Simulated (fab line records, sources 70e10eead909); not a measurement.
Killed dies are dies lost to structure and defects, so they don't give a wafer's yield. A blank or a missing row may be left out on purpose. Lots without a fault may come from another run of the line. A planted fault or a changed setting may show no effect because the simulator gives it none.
Which tool did it? | flow nand_harc | 24 lots, 72 wafers sampled, at 4 steps of a route of 1302

WHAT THE GAUGES READ, wafer by wafer
NHARC_A_ONON_D1_THK_MEAS_02: measures by ellipsometry. Usual: thk_nm 1001 nm, standard deviation 10.
lot  | measured     | on            | thk_nm (nm)    | flag
L074 | day 7 19:17  | film_metro-02 | 1015 1015 1015 |
L075 | day 7 19:00  | film_metro-02 | 1001 1000 998  |
L077 | day 8 23:11  | film_metro-02 | 1010 1008 1009 |
L076 | day 8 23:13  | film_metro-01 | 1007 1005 1007 |
L078 | day 9 12:40  | film_metro-01 | 1004 1005 1004 |
L079 | day 9 20:22  | film_metro-01 | 1017 1016 1018 |
L080 | day 10 03:52 | film_metro-02 | 987 989 989    |
L081 | day 10 20:06 | film_metro-02 | 1000 999 1000  |
L082 | day 10 20:05 | film_metro-01 | 1021 1020 1018 |
L083 | day 11 12:23 | film_metro-02 | 995 996 995    |
L084 | day 11 21:34 | film_metro-01 | 978 980 981    |
L085 | day 12 06:45 | film_metro-02 | 1004 1004 1006 |
L086 | day 12 16:15 | film_metro-02 | 988 987 988    |
L087 | day 13 02:10 | film_metro-01 | 997 998 998    |
L088 | day 13 17:36 | film_metro-02 | 1000 999 999   |
L089 | day 14 06:07 | film_metro-01 | 1011 1011 1013 |
L090 | day 14 19:41 | film_metro-01 | 989 989 988    |
L091 | day 14 19:41 | film_metro-02 | 986 988 986    |
L092 | day 15 04:15 | film_metro-01 | 1000 998 998   |
L093 | day 15 14:59 | film_metro-01 | 1005 1005 1005 |
L094 | day 15 22:37 | film_metro-02 | 1006 1006 1005 |
L095 | day 16 20:32 | film_metro-01 | 1008 1008 1008 |
L096 | day 17 00:25 | film_metro-01 | 991 995 993    |
L097 | day 17 00:25 | film_metro-01 | 1003 1003 1003 |

WHICH TOOL RAN EACH LOT (tool, then ch and the chambers of the sampled wafers, then the start)
lot  | NHARC_P_BONDPAD_DEGAS_25     | NHARC_P_BONDPAD_ANNEAL_28        | NHARC_A_ZERO_WELL_DESCUM_12
L074 | pvd_sputter-03, day 6 18:21  | rtp_anneal-02 ch 0, day 6 19:04  | rie_diel-04 ch 1,2,3, day 6 21:26
L075 | pvd_sputter-01, day 6 19:37  | rtp_anneal-01 ch 0, day 6 20:22  | rie_diel-04 ch 0,1,2, day 6 22:41
L077 | pvd_sputter-03, day 7 20:37  | rtp_anneal-02 ch 0, day 7 21:20  | rie_diel-10 ch 1,2,3, day 7 23:43
L076 | pvd_sputter-01, day 7 22:42  | rtp_anneal-01 ch 0, day 7 23:26  | rie_diel-04 ch 0,1,3, day 8 01:47
L078 | pvd_sputter-02, day 8 10:13  | rtp_anneal-01 ch 0, day 8 11:00  | rie_diel-10 ch 0,1,2, day 8 13:19
L079 | pvd_sputter-01, day 8 19:10  | rtp_anneal-02 ch 0, day 8 20:00  | rie_diel-04 ch 2,3, day 8 22:14
L080 | pvd_sputter-01, day 9 00:25  | rtp_anneal-02 ch 0, day 9 01:08  | rie_diel-04 ch 0,1, day 9 03:38
L081 | pvd_sputter-02, day 9 18:43  | rtp_anneal-02 ch 0, day 9 19:32  | rie_diel-10 ch 0,1, day 9 21:47
L082 | pvd_sputter-03, day 9 19:04  | rtp_anneal-01 ch 0, day 9 19:47  | rie_diel-10 ch 0,1, day 9 22:09
L083 | pvd_sputter-03, day 10 08:42 | rtp_anneal-01 ch 0, day 10 09:28 | rie_diel-04 ch 0,3, day 10 11:49
L084 | pvd_sputter-03, day 10 20:41 | rtp_anneal-02 ch 0, day 10 21:32 | rie_diel-04 ch 0,1,2, day 10 23:48
L085 | pvd_sputter-02, day 11 03:45 | rtp_anneal-02 ch 0, day 11 04:37 | rie_diel-04 ch 0,1,2, day 11 06:54
L086 | pvd_sputter-02, day 11 15:21 | rtp_anneal-02 ch 0, day 11 16:09 | rie_diel-04 ch 1,3, day 11 18:25
L087 | pvd_sputter-02, day 12 01:56 | rtp_anneal-01 ch 0, day 12 02:44 | rie_diel-04 ch 0,1, day 12 04:55
L088 | pvd_sputter-01, day 12 16:10 | rtp_anneal-01 ch 0, day 12 17:03 | rie_diel-04 ch 0,1, day 12 19:18
L089 | pvd_sputter-03, day 13 03:02 | rtp_anneal-02 ch 0, day 13 03:57 | rie_diel-10 ch 1,2,3, day 13 06:08
L090 | pvd_sputter-02, day 13 16:55 | rtp_anneal-01 ch 0, day 13 17:43 | rie_diel-04 ch 2,3, day 13 19:56
L091 | pvd_sputter-01, day 13 19:10 | rtp_anneal-02 ch 0, day 13 19:58 | rie_diel-10 ch 0,2,3, day 13 22:22
L092 | pvd_sputter-01, day 14 02:10 | rtp_anneal-02 ch 0, day 14 03:02 | rie_diel-04 ch 0,1,3, day 14 05:20
L093 | pvd_sputter-01, day 14 13:32 | rtp_anneal-01 ch 0, day 14 14:16 | rie_diel-13 ch 1,2, day 14 16:38
L094 | pvd_sputter-01, day 14 19:23 | rtp_anneal-02 ch 0, day 14 20:11 | rie_diel-04 ch 0,3, day 14 22:28
L095 | pvd_sputter-03, day 15 18:47 | rtp_anneal-02 ch 0, day 15 19:37 | rie_diel-13 ch 1,2, day 15 21:44
L096 | pvd_sputter-01, day 15 22:44 | rtp_anneal-01 ch 0, day 15 23:31 | rie_diel-10 ch 1,2,3, day 16 01:40
L097 | pvd_sputter-02, day 16 01:55 | rtp_anneal-02 ch 0, day 16 02:43 | rie_diel-04 ch 0,3, day 16 05:01
- NHARC_P_BONDPAD_DEGAS_25: time 60 s.
- NHARC_P_BONDPAD_ANNEAL_28: time 90 s.
- NHARC_A_ZERO_WELL_DESCUM_12: chemistry O2, time 3 s.

WHAT THE TOOLS THEMSELVES READ (means of the sampled wafers that have a number; where no wafer has one, the mark that the record gives instead)
NHARC_P_BONDPAD_DEGAS_25. Usual: heater_power_w 459 W, standard deviation 44.
lot  | tool           | heater_power_w (W) | flag
L074 | pvd_sputter-03 | 480                |
L075 | pvd_sputter-01 | 424                |
L077 | pvd_sputter-03 | 478                |
L076 | pvd_sputter-01 | 425                |
L078 | pvd_sputter-02 | 510                |
L079 | pvd_sputter-01 | 432                |
L080 | pvd_sputter-01 | 395                |
L081 | pvd_sputter-02 | 464                |
L082 | pvd_sputter-03 | 501                |
L083 | pvd_sputter-03 | 507                |
L084 | pvd_sputter-03 | 499                |
L085 | pvd_sputter-02 | 506                |
L086 | pvd_sputter-02 | 505                |
L087 | pvd_sputter-02 | 448                |
L088 | pvd_sputter-01 | 463                |
L089 | pvd_sputter-03 | 496                |
L090 | pvd_sputter-02 | 475                |
L091 | pvd_sputter-01 | 440                |
L092 | pvd_sputter-01 | 381                |
L093 | pvd_sputter-01 | 458                |
L094 | pvd_sputter-01 | 443                |
L095 | pvd_sputter-03 | 506                |
L096 | pvd_sputter-01 | 425                |
L097 | pvd_sputter-02 | 467                |

NHARC_P_BONDPAD_ANNEAL_28. Usual: wafer_temp_C_max 225.9, standard deviation 0.37.
lot  | tool          | wafer_temp_C_max | flag
L074 | rtp_anneal-02 | 226.1            |
L075 | rtp_anneal-01 | 225.4            |
L077 | rtp_anneal-02 | 226.2            |
L076 | rtp_anneal-01 | 225.4            |
L078 | rtp_anneal-01 | 225.5            |
L079 | rtp_anneal-02 | 226.1            |
L080 | rtp_anneal-02 | 226.3            |
L081 | rtp_anneal-02 | 226.3            |
L082 | rtp_anneal-01 | 225.8            |
L083 | rtp_anneal-01 | 225.5            |
L084 | rtp_anneal-02 | 226.2            |
L085 | rtp_anneal-02 | 226.2            |
L086 | rtp_anneal-02 | 226.0            |
L087 | rtp_anneal-01 | 225.5            |
L088 | rtp_anneal-01 | 225.4            |
L089 | rtp_anneal-02 | 226.1            |
L090 | rtp_anneal-01 | 225.5            |
L091 | rtp_anneal-02 | 226.2            |
L092 | rtp_anneal-02 | 226.0            |
L093 | rtp_anneal-01 | 225.5            |
L094 | rtp_anneal-02 | 226.1            |
L095 | rtp_anneal-02 | 226.1            |
L096 | rtp_anneal-01 | 225.6            |
L097 | rtp_anneal-02 | 226.1            |

NHARC_A_ZERO_WELL_DESCUM_12. Usual: drypump_motor_current_A 6.0 A, standard deviation 0.34; oes_product_au 1.000 a.u., standard deviation 0.007; rf_vpp_V 57.9 V, standard deviation 0.84; showerhead_plenum_p_Torr 1.93 Torr, standard deviation 0.092; throttle_valve_pct 11.312 %, standard deviation 0.0084.
lot  | tool        | drypump_motor_current_A (A) | oes_product_au (a.u.) | rf_vpp_V (V) | showerhead_plenum_p_Torr (Torr) | throttle_valve_pct (%) | flag
L074 | rie_diel-04 | 5.8                         | 1.008                 | 57.9         | 2.00                            | 11.318                 |
L075 | rie_diel-04 | 6.1                         | 0.999                 | 57.9         | 1.93                            | 11.310                 |
L077 | rie_diel-10 | 5.9                         | 0.996                 | 57.4         | 1.89                            | 11.312                 |
L076 | rie_diel-04 | 6.1                         | 0.992                 | 57.9         | 1.96                            | 11.311                 |
L078 | rie_diel-10 | 6.0                         | 1.000                 | 57.9         | 1.93                            | 11.311                 |
L079 | rie_diel-04 | 5.8                         | 1.002                 | 58.4         | 1.95                            | 11.318                 |
L080 | rie_diel-04 | 6.1                         | 1.006                 | 57.2         | 1.98                            | 11.310                 |
L081 | rie_diel-10 | 5.9                         | 1.006                 | 58.2         | 1.92                            | 11.319                 |
L082 | rie_diel-10 | 5.8                         | 1.006                 | 58.1         | 1.92                            | 11.312                 |
L083 | rie_diel-04 | 6.2                         | 1.001                 | 58.4         | 1.87                            | 11.313                 |
L084 | rie_diel-04 | 6.1                         | 0.995                 | 57.5         | 1.93                            | 11.307                 |
L085 | rie_diel-04 | 6.1                         | 0.991                 | 57.4         | 1.93                            | 11.317                 |
L086 | rie_diel-04 | 5.7                         | 0.996                 | 58.4         | 2.04                            | 11.312                 |
L087 | rie_diel-04 | 6.1                         | 0.999                 | 57.5         | 1.98                            | 11.311                 |
L088 | rie_diel-04 | 6.1                         | 0.999                 | 57.9         | 1.98                            | 11.313                 |
L089 | rie_diel-10 | 5.9                         | 1.007                 | 57.8         | 1.89                            | 11.307                 |
L090 | rie_diel-04 | 5.7                         | 1.007                 | 58.3         | 1.98                            | 11.310                 |
L091 | rie_diel-10 | 6.1                         | 1.004                 | 58.1         | 1.91                            | 11.298                 |
L092 | rie_diel-04 | 6.0                         | 0.998                 | 58.1         | 1.96                            | 11.312                 |
L093 | rie_diel-13 | 6.1                         | 0.996                 | 57.8         | 1.88                            | 11.321                 |
L094 | rie_diel-04 | 6.2                         | 0.999                 | 56.8         | 1.87                            | 11.306                 |
L095 | rie_diel-13 | 6.1                         | 0.996                 | 57.2         | 1.88                            | 11.303                 |
L096 | rie_diel-10 | 5.9                         | 0.996                 | 57.5         | 1.88                            | 11.310                 |
L097 | rie_diel-04 | 5.9                         | 1.006                 | 58.1         | 1.95                            | 11.313                 |

THE ANSWER, worked out from the rows above alone
Rule: a lot is off if the mean of its wafers that have a number lies more than 3 standard deviations from the usual mean. A lot without any number at a reading at which 4 lots or more have one is off too. The other lots that the step has rows for count as sound. The gauges are gone through in route order, then the tools' own readings, and for those a lot's mean is taken as printed above. The first step at which some lot is off is used, and at that step the reading that is off furthest; a lot without a number counts as furthest.
No lot is off at any reading shown: from this, nothing can be told.

WHAT THE SIMULATOR HAD PUT IN
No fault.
